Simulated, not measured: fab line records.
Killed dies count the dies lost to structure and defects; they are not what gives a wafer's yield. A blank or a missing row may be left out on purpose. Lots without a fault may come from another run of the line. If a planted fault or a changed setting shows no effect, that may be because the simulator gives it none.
Chamber matching    flow n5 finfet    rie diel-02 running N5_BEOL_M4_DESCUM_16: 4 sister chambers
The step chemistry O2, time 7 s. 22 wafers are shown with their chamber, then 11 later ones without.

== EACH WAFER AND ITS CHAMBER ==
wafer   chamber  drypump motor current A (A)  showerhead plenum p Torr (Torr)  oes product au (a.u.)
L074.3  1        5.9                          2.18                             0.99
L074.5  0        6.2                          2.01                             0.68
L074.6  3        6.6                          2.08                             0.68
L076.1  1        5.9                          2.18                             0.97
L076.4  2        5.6                          2.05                             0.70
L076.6  3        6.5                          2.08                             0.69
L075.2  0        6.1                          2.00                             0.69
L075.5  2        5.6                          2.05                             0.69
L075.6  3        6.5                          2.08                             0.69
L077.2  3        6.5                          2.07                             0.69
L077.3  1        5.9                          2.18                             0.94
L077.4  0        6.1                          2.00                             0.69
L079.1  2        5.6                          2.05                             0.69
L079.4  1        5.9                          2.18                             0.94
L079.6  1        5.9                          2.18                             0.94
L081.2  1        5.9                          2.18                             0.92
L081.4  0        6.1                          2.00                             0.67
L081.6  0        6.1                          2.00                             0.68
L090.2  1        5.9                          2.17                             0.87
L090.3  2        5.6                          2.04                             0.91
L090.5  3        6.6                          2.06                             0.66
L093.1  3        6.6                          2.06                             0.66

SIGNATURES (means of the wafers above)
reading                   chamber 0  chamber 1  chamber 2  chamber 3  scatter within a chamber
drypump motor current A   6.120      5.900      5.600      6.550      0.0357
showerhead plenum p Torr  2.0020     2.1786     2.0475     2.0717     0.00634
oes product au            0.6820     0.9386     0.7475     0.6783     0.0502
Rule: distance of a wafer from a chamber = root of the sum over the readings of ((wafer's reading minus chamber's mean) / reading's scatter) squared. If the next closest chamber is less than 2 further off than the closest, the wafer can't be placed; otherwise it belongs to the closest. How the scatter is found: for the shown wafers, subtract from each reading the mean of its chamber, square and add these, divide the total by (wafers less chambers), then take the root.

== WAFERS MISSING THEIR CHAMBER ==
wafer   drypump motor current A (A)  showerhead plenum p Torr (Torr)  oes product au (a.u.)
L093.4  5.9                          2.17                             0.86
L093.6  5.6                          2.04                             0.91
L095.3  5.6                          2.04                             0.90
L095.5  5.6                          2.04                             0.89
L095.6  5.9                          2.16                             0.85
L096.2  5.9                          2.16                             0.85
L096.3  5.6                          2.03                             0.90
L096.5  5.9                          2.16                             0.84
L097.2  5.9                          2.16                             0.84
L097.4  5.9                          2.16                             0.84
L097.5  6.1                          2.25                             0.94

== EACH ONE'S CHAMBER ==
wafer    from the rows above   in truth
L093.4   1                     1
L093.6   2                     2
L095.3   2                     2
L095.5   2                     2
L095.6   1                     1
L096.2   1                     1
L096.3   2                     2
L096.5   1                     1
L097.2   1                     1
L097.4   1                     1
L097.5   1                     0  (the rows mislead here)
10 of 11 placed correctly. Not placeable from these rows: 0. Wrongly placed: 1.
